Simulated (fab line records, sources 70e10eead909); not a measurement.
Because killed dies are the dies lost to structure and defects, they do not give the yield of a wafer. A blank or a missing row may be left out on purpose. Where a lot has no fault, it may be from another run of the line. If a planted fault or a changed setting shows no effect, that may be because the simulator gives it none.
fab line records	flow nand_harc
[record] lots = 13	wafers = 39	last_day = 33
route steps=1302 shown A_M1@1190 THIN_TSV@1245 END@1302
lots untouched by any fault: they come from a run of this same line in which no faults occurred
start_h: the number of hours between the record's first day and the start of the first shown wafer of the lot	wait_h: hours elapsed since this lot's preceding step	" the same as in the row above	L1.1+2: a single row standing in for several wafers	- no value present, or no start provided	* or withheld: withheld	< > ~ a bound
route shown NAME@n: NAME is a module with steps in the file, n the number in the route of the first one	usual: mean and standard deviation over wafers with no fault	same: alike in all rows	chamber/n: place in a boat	sites: per-site readings	_std_site: their standard deviation	_edge_site: mean of outer sites minus mean of inner sites	radius_mm: how far each site lies from the wafer's centre	mask NAME#n: copy n	behind: the most recent tool/chamber to have shaped the wafer	hold: reason for holding the lot/hours on hold/outcome of the hold	device: the transistor (n, p or np) that didn't switch	end of line: the same wafers' tests at the end of the route	where a step has no rows: the recipe by itself	killed: dies that structure and defects cost at the first sort, which is not the same as the wafer's yield	map: a wafer's dies, marking killed ones x, the rest . and places with no die _
set.NAME: the setting the step ran with; set.NAME@STEP: the setting that earlier step ran with	model.NAME: the simulator's own value behind a step, which no gauge read
route steps across a sampled set of lots; one table per step, one row per wafer
services: a tool's chamber out of use, with start hour (start_h, from the record's first day; less than 0 if before it), hours out, and reason
[[steps]]
[step NHARC_A_M1_PRE_CLEAN_30]
[recipe] time_s = 30	temp_c = 280	gas = H2/He
[usual] heater_power_w = 403/19
lot.wafer	tool	chamber	start_h	wait_h	heater_power_w
L697.3	pvd_sputter-01	-	526.95	-	385
L697.1	"	-	"	"	410
L697.6	"	-	"	"	378
L698.2	pvd_sputter-01	-	543.19	-	357
L698.4	"	-	"	"	397
L698.3	"	-	"	"	412
L700.4	pvd_sputter-01	-	549.52	-	370
L700.1	"	-	"	"	395
L700.5	"	-	"	"	385
L702.2	pvd_sputter-02	-	564.38	-	396
L702.3	"	-	"	"	382
L702.5	"	-	"	"	443
L699.2	pvd_sputter-02	-	570.53	-	411
L699.3	"	-	"	"	453
L699.1	"	-	"	"	391
L703.2	pvd_sputter-03	-	577.79	-	410
L703.1	"	-	"	"	393
L703.5	"	-	"	"	412
L708.2	pvd_sputter-01	-	637.14	-	384
L708.5	"	-	"	"	391
L708.6	"	-	"	"	380
L712.4	pvd_sputter-01	-	674.00	-	396
L712.1	"	-	"	"	388
L712.3	"	-	"	"	403
L714.3	pvd_sputter-03	-	709.13	-	404
L714.1	"	-	"	"	406
L714.4	"	-	"	"	394
L713.4	pvd_sputter-02	-	709.62	-	434
L713.5	"	-	"	"	429
L713.6	"	-	"	"	401
L715.4	pvd_sputter-02	-	716.75	-	446
L715.2	"	-	"	"	417
L715.6	"	-	"	"	400
L716.1	pvd_sputter-02	-	740.64	-	407
L716.5	"	-	"	"	441
L716.6	"	-	"	"	410
L720.1	pvd_sputter-03	-	753.60	-	380
L720.2	"	-	"	"	410
L720.6	"	-	"	"	408
[step NHARC_THIN_TSV_CMP_01]
[recipe] target_thk_um = 3
[usual] motor_current_A = 11.6/0.95
lot.wafer	tool	chamber	start_h	wait_h	motor_current_A
L697.3	cmp-01	1	544.10	0.6	12.9
L697.1	"	2	"	"	11.6
L697.6	"	1	"	"	13.2
L698.4	cmp-04	1	578.37	0.4	11.1
L698.3	"	2	"	"	10.2
L698.2	"	0	"	"	10.7
L700.4	cmp-04	3	580.81	0.5	12.7
L700.1	"	0	"	"	10.7
L700.5	"	1	"	"	11.3
L702.3	cmp-04	0	581.96	0.6	10.7
L702.2	"	2	"	"	10.9
L702.5	"	0	"	"	11.0
L699.3	cmp-02	2	587.62	0.6	11.4
L699.1	"	3	"	"	12.3
L699.2	"	0	"	"	11.6
L703.2	cmp-02	2	594.95	0.9	10.5
L703.1	"	0	"	"	11.0
L703.5	"	1	"	"	12.6
L708.2	cmp-02	1	653.45	0.9	12.4
L708.6	"	0	"	"	11.1
L708.5	"	1	"	"	11.7
L712.3	cmp-04	0	692.12	0.6	10.7
L712.4	"	1	"	"	10.9
L712.1	"	3	"	"	13.1
L714.3	cmp-01	0	726.70	0.6	12.5
L714.1	"	2	"	"	11.3
L714.4	"	3	"	"	9.9
L713.4	cmp-01	3	727.88	0.4	10.8
L713.5	"	3	"	"	10.7
L713.6	"	0	"	"	12.3
L715.4	cmp-04	2	735.73	0.4	10.3
L715.2	"	0	"	"	10.7
L715.6	"	2	"	"	10.3
L716.1	cmp-01	3	757.62	1.1	11.1
L716.6	"	1	"	"	12.6
L716.5	"	2	"	"	12.5
L720.1	cmp-04	2	770.77	1.0	10.1
L720.2	"	1	"	"	10.7
L720.6	"	2	"	"	10.6
[step NHARC_THIN_TSV_CD_MEAS_16]
[usual] cd_nm = 1000.5/1.5
lot.wafer	tool	chamber	start_h	wait_h	cd_nm
L697.1	cd_sem-01	-	546.37	0.1	999.5
L697.3	"	-	"	"	999.3
L697.6	"	-	"	"	999.5
L698.2	cd_sem-02	-	580.65	0.1	997.1
L698.3	"	-	"	"	1000.5
L698.4	"	-	"	"	1000.3
L700.1	cd_sem-01	-	582.94	0.1	999.1
L700.4	"	-	"	"	998.7
L700.5	"	-	"	"	999.0
L702.2	cd_sem-01	-	584.26	0.1	1001.7
L702.3	"	-	"	"	1002.2
L702.5	"	-	"	"	1001.8
L699.1	cd_sem-01	-	589.89	0.1	997.8
L699.2	"	-	"	"	999.1
L699.3	"	-	"	"	999.0
L703.1	cd_sem-03	-	597.24	0.1	1002.4
L703.2	"	-	"	"	1001.1
L703.5	"	-	"	"	999.8
L708.2	cd_sem-02	-	655.72	0.1	1000.9
L708.5	"	-	"	"	1000.6
L708.6	"	-	"	"	998.5
L712.1	cd_sem-01	-	694.27	0.1	1000.3
L712.3	"	-	"	"	1000.5
L712.4	"	-	"	"	1003.5
L714.1	cd_sem-01	-	728.97	0.1	1002.0
L714.3	"	-	"	"	1003.1
L714.4	"	-	"	"	1002.2
L713.4	cd_sem-02	-	730.16	0.1	1000.2
L713.5	"	-	"	"	1000.9
L713.6	"	-	"	"	1000.5
L715.2	cd_sem-01	-	737.98	0.1	1000.2
L715.4	"	-	"	"	999.3
L715.6	"	-	"	"	997.8
L716.1	cd_sem-01	-	759.84	0.1	998.7
L716.5	"	-	"	"	1000.0
L716.6	"	-	"	"	1002.1
L720.1	cd_sem-01	-	772.91	0.1	999.7
L720.2	"	-	"	"	1000.6
L720.6	"	-	"	"	1000.9
[step NHARC_THIN_TSV_STRIP_62]
[recipe] power_w = 1500	temp_c = 250	time_s = 20	chemistry = N2/H2
[usual] drypump_motor_current_A = 5.5/0.62	heater_power_w = 335/12
lot.wafer	tool	chamber	start_h	wait_h	drypump_motor_current_A	heater_power_w	rf_hours_counter_h
L697.1	plasma_asher-02	1	548.02	-	5.2	335	24
L697.3	"	1	"	"	5.2	335	-
L697.6	"	0	"	"	5.5	365	-
L698.2	plasma_asher-02	1	582.26	-	5.2	329	30
L698.4	"	1	"	"	5.2	322	-
L698.3	"	0	"	"	5.5	365	-
L700.1	plasma_asher-01	1	584.64	-	6.5	323	11
L700.4	"	0	"	"	4.9	344	-
L700.5	"	1	"	"	6.5	310	-
L702.2	plasma_asher-02	1	585.89	-	5.2	327	32
L702.3	"	0	"	"	5.5	360	-
L702.5	"	0	"	"	5.4	356	-
L699.1	plasma_asher-02	1	591.52	-	5.1	329	34
L699.2	"	0	"	"	5.5	348	34
L699.3	"	0	"	"	5.5	349	-
L703.1	plasma_asher-02	1	598.94	-	5.2	336	35
L703.2	"	0	"	"	5.5	347	35
L703.5	"	1	"	"	5.1	327	-
L708.2	plasma_asher-02	1	657.38	-	5.2	322	8
L708.6	"	0	"	"	5.5	340	-
L708.5	"	1	"	"	5.2	317	-
L712.1	plasma_asher-01	0	696.01	-	4.9	350	36
L712.3	"	1	"	"	6.5	323	-
L712.4	"	0	"	"	4.9	349	-
L714.1	plasma_asher-01	1	730.61	-	6.5	326	4
L714.3	"	1	"	"	6.5	323	-
L714.4	"	0	"	"	4.9	332	-
L713.4	plasma_asher-01	1	731.86	-	6.5	333	-
L713.6	"	0	"	"	4.9	326	-
L713.5	"	1	"	"	6.5	329	-
L715.2	plasma_asher-01	0	739.63	-	4.9	328	6
L715.4	"	1	"	"	6.5	332	-
L715.6	"	0	"	"	4.9	331	-
L716.1	plasma_asher-02	1	761.49	-	5.2	316	33
L716.5	"	0	"	"	5.5	346	-
L716.6	"	1	"	"	5.2	323	-
L720.1	plasma_asher-01	1	774.68	-	6.5	332	13
L720.2	"	0	"	"	4.9	337	13
L720.6	"	0	"	"	4.9	326	-
[step NHARC_END_SORT_01]
[recipe] temp_c = 25
[usual] defect_limited_yield = 91.5/2.4	killed_at_array = 52/16	killed_at_other = 0.8/1.1	killed_at_periphery = 4.2/2.5	killed_dies = 57/16	killed_open = 3.4/2	killed_short = 2.6/1.6	sort_bin_2_pct = 3.0/1.1	sort_bin_3_pct = 0.6/0.31	sort_bin_4_pct = 4.8/1.4	sort_n_pass = 620/16	sort_rim_yield_pct = 90/4.8	sort_yield_pct = 91.5/2.4
[same] gross_dies = 677	sort_bin_5_pct[%] = 0	sort_bin_6_pct[%] = 0	sort_bin_7_pct[%] = 0	sort_bin_8_pct[%] = 0	sort_rim_n_gross = 106.00
lot.wafer	tool	chamber	start_h	wait_h	defect_limited_yield[%]	killed_at_array	killed_at_other	killed_at_periphery	killed_dies	killed_open	killed_short	sort_bin_2_pct[%]	sort_bin_3_pct[%]	sort_bin_4_pct[%]	sort_n_pass	sort_rim_yield_pct[%]	sort_yield_pct[%]
L697.1	prober-02	0	560.48	2.5	90.5	60	1	3	64	1	4	4.3	0.4	4.7	613	86	90.5
L697.3	prober-02	0	562.07	3.1	91.4	50	2	6	58	2	4	2.4	1.3	4.9	619	82	91.4
L697.6	prober-02	0	564.46	4.0	90.3	62	1	3	66	2	0	3.1	0.7	5.9	611	98	90.3
L702.2	prober-01	0	603.41	2.8	88.0	79	0	2	81	0	3	6.2	1.2	4.6	596	92	88.0
L703.1	prober-01	0	612.03	2.5	96.6	20	1	2	23	4	0	1.3	0.4	1.6	654	96	96.6
L703.2	prober-01	0	612.83	2.8	96.3	22	0	3	25	9	0	0.7	0.3	2.7	652	94	96.3
L703.5	prober-01	0	615.22	3.7	96.8	19	0	3	22	2	5	1.0	0.1	2.1	655	93	96.8
L708.2	prober-01	0	669.38	2.8	93.1	46	0	1	47	2	2	2.5	0.6	3.8	630	90	93.1
L708.5	prober-01	0	671.79	3.7	78.4	139	3	4	146	2	1	9.2	5.3	7.1	531	80	78.4
L708.6	prober-01	0	672.59	4.0	90.1	58	0	9	67	4	2	3.5	1.3	5.0	610	89	90.1
L712.1	prober-02	0	708.25	2.5	89.7	64	0	6	70	4	5	3.7	0.9	5.8	607	84	89.7
L712.3	prober-02	0	709.86	3.1	90.4	59	0	6	65	2	4	4.0	1.0	4.6	612	93	90.4
L712.4	prober-02	0	710.67	3.4	79.2	136	1	4	141	1	5	8.3	6.6	5.9	536	81	79.2
// killed by level:class
L697.1 A_SLIT:chamber_film_flake=22 A_CHANNEL_HOLE_D2:chamber_film_flake=21 A_STAIRCASE:chamber_film_flake=5 A_WL_FILL:chamber_film_flake=3 A_CONTACT:chamber_film_flake=3 P_M2:chamber_film_flake=2 P_M0:geometric_particle:open=1 A_CHANNEL_FILL_D1:geometric_particle:short=1
L697.3 A_CHANNEL_HOLE_D2:chamber_film_flake=23 A_SLIT:chamber_film_flake=13 P_M2:chamber_film_flake=5 A_STAIRCASE:chamber_film_flake=3 A_WL_FILL:chamber_film_flake=3 A_CONTACT:chamber_film_flake=3 A_ONON_D1:geometric_particle:short=2 THIN_TSV:chamber_film_flake=2
L697.6 A_CHANNEL_HOLE_D2:chamber_film_flake=33 A_SLIT:chamber_film_flake=14 A_STAIRCASE:chamber_film_flake=4 A_WL_FILL:chamber_film_flake=4 A_ZERO_WELL:chamber_film_flake=2 A_DECK1_JOINT:chamber_film_flake=2 A_CONTACT:chamber_film_flake=2 P_M0:geometric_particle:open=1
L702.2 A_CHANNEL_HOLE_D1:chamber_film_flake=25 A_CHANNEL_HOLE_D2:chamber_film_flake=25 A_SLIT:chamber_film_flake=15 A_CONTACT:chamber_film_flake=5 A_STAIRCASE:chamber_film_flake=3 A_ZERO_WELL:chamber_film_flake=2 A_M0:chamber_film_flake=2 P_GATE:geometric_particle:short=1
L703.1 A_CHANNEL_HOLE_D2:chamber_film_flake=11 A_CHANNEL_HOLE_D1:chamber_film_flake=2 A_STAIRCASE:chamber_film_flake=2 P_GATE:geometric_particle:open=1 A_CHANNEL_HOLE_D1:geometric_particle:open=1 A_CHANNEL_FILL_D1:geometric_particle:open=1 A_WL_FILL:geometric_particle:open=1 P_ZERO_WELL:chamber_film_flake=1
L703.2 A_CHANNEL_HOLE_D2:chamber_film_flake=5 A_CHANNEL_FILL_D2:chamber_film_flake=4 A_CONTACT:chamber_film_flake=3 A_CHANNEL_FILL_D1:geometric_particle:open=2 A_WL_FILL:geometric_particle:open=2 A_M1:geometric_particle:open=2 A_M1:chamber_film_flake=2 P_STI:geometric_particle:open=1
L703.5 A_CHANNEL_HOLE_D2:chamber_film_flake=7 A_CHANNEL_FILL_D1:geometric_particle:short=3 P_ZERO_WELL:chamber_film_flake=2 A_CHANNEL_FILL_D2:chamber_film_flake=2 A_STAIRCASE:chamber_film_flake=2 P_CONTACT:geometric_particle:short=1 A_ONON_D1:geometric_particle:short=1 A_ONON_D1:geometric_particle:open=1
L708.2 A_SLIT:chamber_film_flake=21 A_CHANNEL_HOLE_D2:chamber_film_flake=11 A_CHANNEL_HOLE_D1:chamber_film_flake=3 A_WL_FILL:chamber_film_flake=3 A_WL_FILL:geometric_particle:short=2 A_STAIRCASE:chamber_film_flake=2 A_BLC:geometric_particle:open=1 A_M0:geometric_particle:open=1
L708.5 A_M1:unspecified=93 A_SLIT:chamber_film_flake=23 A_CHANNEL_HOLE_D2:chamber_film_flake=11 A_STAIRCASE:chamber_film_flake=4 P_CONTACT:chamber_film_flake=3 A_CHANNEL_HOLE_D1:chamber_film_flake=3 THIN_TSV:chamber_film_flake=3 A_WL_FILL:geometric_particle:open=1
L708.6 A_SLIT:chamber_film_flake=33 A_CHANNEL_HOLE_D2:chamber_film_flake=7 A_STAIRCASE:chamber_film_flake=5 P_BONDPAD:chamber_film_flake=3 A_WL_FILL:chamber_film_flake=3 P_STI:chamber_film_flake=2 A_CHANNEL_HOLE_D1:chamber_film_flake=2 A_CONTACT:chamber_film_flake=2
L712.1 A_SLIT:chamber_film_flake=22 A_CHANNEL_HOLE_D2:chamber_film_flake=14 A_STAIRCASE:chamber_film_flake=7 A_CHANNEL_HOLE_D1:chamber_film_flake=6 A_CONTACT:chamber_film_flake=4 A_DECK1_JOINT:chamber_film_flake=3 A_CHANNEL_FILL_D1:geometric_particle:short=2 P_ZERO_WELL:chamber_film_flake=2
L712.3 A_SLIT:chamber_film_flake=32 A_STAIRCASE:chamber_film_flake=8 A_CHANNEL_HOLE_D1:chamber_film_flake=6 A_CHANNEL_HOLE_D2:chamber_film_flake=5 P_ZERO_WELL:chamber_film_flake=2 A_CONTACT:chamber_film_flake=2 P_STI:geometric_particle:short=1 P_CONTACT:geometric_particle:open=1
L712.4 A_M1:unspecified=96 A_SLIT:chamber_film_flake=20 A_CHANNEL_HOLE_D2:chamber_film_flake=9 A_STAIRCASE:chamber_film_flake=4 P_ZERO_WELL:chamber_film_flake=2 P_GATE:geometric_particle:short=1 P_CONTACT:geometric_particle:open=1 A_DECK1_JOINT:geometric_particle:short=1
[[services]]
tool	chamber	start_h	hours	kind
cmp-04	-	503.11	4.0	pm
plasma_asher-01	-	519.40	9.0	pm
pvd_sputter-02	-	520.80	1.1	repair
cmp-01	-	577.50	4.0	pm
pvd_sputter-01	-	589.66	10.0	pm
cmp-04	-	601.11	4.0	pm
plasma_asher-02	-	603.49	9.0	pm
plasma_asher-02	-	613.20	4.1	repair
cmp-04	-	619.26	0.5	repair
cmp-04	-	633.08	0.3	repair
cmp-01	-	641.40	1.3	repair
pvd_sputter-02	-	642.37	10.0	pm
cmp-04	-	661.96	3.1	repair
cmp-01	-	675.50	4.0	pm
plasma_asher-01	-	684.99	7.3	repair
plasma_asher-01	-	696.40	9.0	pm
cmp-04	-	699.18	4.0	pm
plasma_asher-02	-	711.49	4.4	repair
pvd_sputter-02	-	725.52	2.6	repair
cmp-04	-	736.86	0.4	repair
plasma_asher-01	-	751.27	7.4	repair
pvd_sputter-01	-	756.00	4.2	repair
pvd_sputter-01	-	767.66	10.0	pm
plasma_asher-01	-	769.64	0.6	repair
[[key]]
[first_sign] step = NHARC_END_SORT_01	reading = killed_at_array	direction = up	sigmas = 5.4	usual = 52	struck = 138
[effect] step = NHARC_END_SORT_01	reading = killed_dies	direction = up	sigmas = 5.4	usual = 57	struck = 144
[more_kills_born_at] NHARC_A_M1_PRE_CLEAN_30@pvd_sputter-01 = 189
met_at NHARC_A_M1_PRE_CLEAN_30
struck_lots L708,L712
struck_wafers L708.5,L712.4
not_acting_at NHARC_THIN_TSV_CMP_01,NHARC_THIN_TSV_CD_MEAS_16,NHARC_THIN_TSV_STRIP_62
onset_between 543.19 637.14
[fault] kind = chamber_particle_source	tool = pvd_sputter-01	chamber = -	onset_h = 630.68	steps = NHARC_A_M1_PRE_CLEAN_30	rate_per_visit_cm2 = 1.5931	end_h = 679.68	scope = struck_wafers_only
